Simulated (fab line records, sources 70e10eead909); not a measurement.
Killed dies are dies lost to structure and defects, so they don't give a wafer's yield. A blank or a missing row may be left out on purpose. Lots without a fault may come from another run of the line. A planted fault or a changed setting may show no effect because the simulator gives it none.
Tool commonality check | flow nand_harc | 11 lots, 39 wafers sampled

WHY IT WAS OPENED
At NHARC_A_CHANNEL_HOLE_D1_CD_MEAS_30 the reading cd_nm is flagged on 2 of 11 lots. Wafers without a fault read 90.5 nm, standard deviation 1.3.
Rule: a lot is flagged when every wafer of it that has a number lies more than 4 standard deviations from that mean, or none has a number. The other lots count as sound.

lot  | measured     | on        | cd_nm (nm), wafer by wafer | flag
L581 | day 8 20:20  | cd_sem-02 | 91.5 90.3 90.2             |
L582 | day 9 07:24  | cd_sem-01 | 91.0 89.6 90.4             |
L584 | day 10 11:01 | cd_sem-02 | 90.7 90.2 91.1             |
L585 | day 10 13:01 | cd_sem-02 | 91.7 89.1 90.1             |
L587 | day 11 12:38 | cd_sem-02 | 92.1 91.3 92.0             |
L592 | day 13 18:12 | cd_sem-03 | 0.8 0.4 0.5 1.1 0.2 0.4    | FLAGGED
L593 | day 14 03:16 | cd_sem-01 | 0.3 1.8 1.1 0.2 2.0 1.2    | FLAGGED
L594 | day 14 09:16 | cd_sem-01 | 90.4 90.3 89.8             |
L600 | day 16 09:18 | cd_sem-02 | 90.6 91.4 88.9             |
L601 | day 17 13:17 | cd_sem-02 | 91.0 92.0 90.1             |
L604 | day 18 12:48 | cd_sem-03 | 88.4 89.3 90.2             |
The numbers of the flagged lots are 0.8 nm on average: -89.7 nm against the usual, or -69 standard deviations.

WHICH TOOL RAN EACH LOT
The record holds 3 process steps before the reading, out of a route of 1302 steps. In each cell: the tool, then ch and the chambers that the sampled wafers went through, then the start.
lot  | flag    | NHARC_A_CHANNEL_HOLE_D1_DESCUM_15  | NHARC_A_CHANNEL_HOLE_D1_ETCH_16               | NHARC_A_CHANNEL_HOLE_D1_ETCH_21
L581 |         | rie_diel-01 ch 2,3, day 8 13:37    | rie_diel-01 ch 0,3, day 8 15:15 or earlier    | har_etch-02 ch 1, day 8 15:15
L582 |         | rie_diel-10 ch 1,2,3, day 9 00:43  | rie_diel-10 ch 0,1,2, day 9 02:18 or earlier  | har_etch-01 ch 0, day 9 02:18
L584 |         | rie_diel-12 ch 0,1,3, day 10 00:24 | rie_diel-12 ch 0,1,3, day 10 05:57 or earlier | har_etch-02 ch 0,1, day 10 05:57
L585 |         | rie_diel-01 ch 1,2,3, day 10 04:41 | rie_diel-01 ch 0,2,3, day 10 07:53 or earlier | har_etch-01 ch 0,1, day 10 07:53
L587 |         | rie_diel-12 ch 0,1, day 11 03:28   | rie_diel-12 ch 0,1,2, day 11 07:35 or earlier | har_etch-02 ch 0,1, day 11 07:35
L592 | FLAGGED | rie_diel-10 ch 0,1,2, day 13 10:19 | rie_diel-10 ch 0,2,3, day 13 13:10 or earlier | har_etch-01 ch 0,1, day 13 13:10
L593 | FLAGGED | rie_diel-12 ch 1,2, day 13 20:25   | rie_diel-12 ch 1,2,3, day 13 22:01 or earlier | har_etch-01 ch 0,1, day 13 22:01
L594 |         | rie_diel-12 ch 0,3, day 13 22:14   | rie_diel-12 ch 1,3, day 14 00:35 or earlier   | har_etch-02 ch 0, day 14 00:35
L600 |         | rie_diel-12 ch 0,1, day 16 02:26   | rie_diel-12 ch 1,3, day 16 04:02 or earlier   | har_etch-01 ch 0,1, day 16 04:02
L601 |         | rie_diel-12 ch 0,1,3, day 16 23:26 | rie_diel-12 ch 1,2,3, day 17 08:16 or earlier | har_etch-01 ch 0,1, day 17 08:16
L604 |         | rie_diel-01 ch 0,2,3, day 18 05:25 | rie_diel-01 ch 0,1, day 18 07:46 or earlier   | har_etch-02 ch 0, day 18 07:46
What these steps do:
- NHARC_A_CHANNEL_HOLE_D1_DESCUM_15: chemistry O2, time 3 s.
- NHARC_A_CHANNEL_HOLE_D1_ETCH_16: etches the open film in O2/COS, target depth 3100 nm, time 806 s.
- NHARC_A_CHANNEL_HOLE_D1_ETCH_21: etches the open film in C4F8/O2/Ar, time 514.3 s, target depth 1600 nm.
- NHARC_A_CHANNEL_HOLE_D1_CD_MEAS_30

FLAGGED OVER TOTAL, TOOL BY TOOL (the gauges that took the reading come last)
step                               | tool        | lots run | flagged | share of the flagged lots | sound lots run after its first flagged lot
NHARC_A_CHANNEL_HOLE_D1_DESCUM_15  | rie_diel-01 | 3        | 0       | none                      | -
NHARC_A_CHANNEL_HOLE_D1_DESCUM_15  | rie_diel-10 | 2        | 1       | some                      | 0
NHARC_A_CHANNEL_HOLE_D1_DESCUM_15  | rie_diel-12 | 6        | 1       | some                      | 3 (L594,L600,L601)
NHARC_A_CHANNEL_HOLE_D1_ETCH_16    | rie_diel-01 | 3        | 0       | none                      | -
NHARC_A_CHANNEL_HOLE_D1_ETCH_16    | rie_diel-10 | 2        | 1       | some                      | 0
NHARC_A_CHANNEL_HOLE_D1_ETCH_16    | rie_diel-12 | 6        | 1       | some                      | 3 (L594,L600,L601)
NHARC_A_CHANNEL_HOLE_D1_ETCH_21    | har_etch-01 | 6        | 2       | all                       | 2 (L600,L601)
NHARC_A_CHANNEL_HOLE_D1_ETCH_21    | har_etch-02 | 5        | 0       | none                      | -
NHARC_A_CHANNEL_HOLE_D1_CD_MEAS_30 | cd_sem-01   | 3        | 1       | some                      | 1 (L594)
NHARC_A_CHANNEL_HOLE_D1_CD_MEAS_30 | cd_sem-02   | 6        | 0       | none                      | -
NHARC_A_CHANNEL_HOLE_D1_CD_MEAS_30 | cd_sem-03   | 2        | 1       | some                      | 1 (L604)
NHARC_A_CHANNEL_HOLE_D1_ETCH_16 gives no start for some lots, so the hours and the order of its lots are those of NHARC_A_CHANNEL_HOLE_D1_ETCH_21.

WHAT THE TABLE ALLOWS
1 row of the table ran every flagged lot: har_etch-01 at NHARC_A_CHANNEL_HOLE_D1_ETCH_21.
- har_etch-01 at NHARC_A_CHANNEL_HOLE_D1_ETCH_21: 2 of its 6 lots flagged. Sound lots ran on it after the first flagged one (L600, L601), which a lasting fault on the whole tool wouldn't allow. On the flagged lots its readings are blank where sound lots have values: c4f8_flow_sccm, chamber_pressure_mTorr, drypump_motor_current_A, showerhead_plenum_p_Torr and 1 more.
No row of the table ran every flagged lot and no sound lot after the first.

WHAT THE SIMULATOR HAD PUT IN
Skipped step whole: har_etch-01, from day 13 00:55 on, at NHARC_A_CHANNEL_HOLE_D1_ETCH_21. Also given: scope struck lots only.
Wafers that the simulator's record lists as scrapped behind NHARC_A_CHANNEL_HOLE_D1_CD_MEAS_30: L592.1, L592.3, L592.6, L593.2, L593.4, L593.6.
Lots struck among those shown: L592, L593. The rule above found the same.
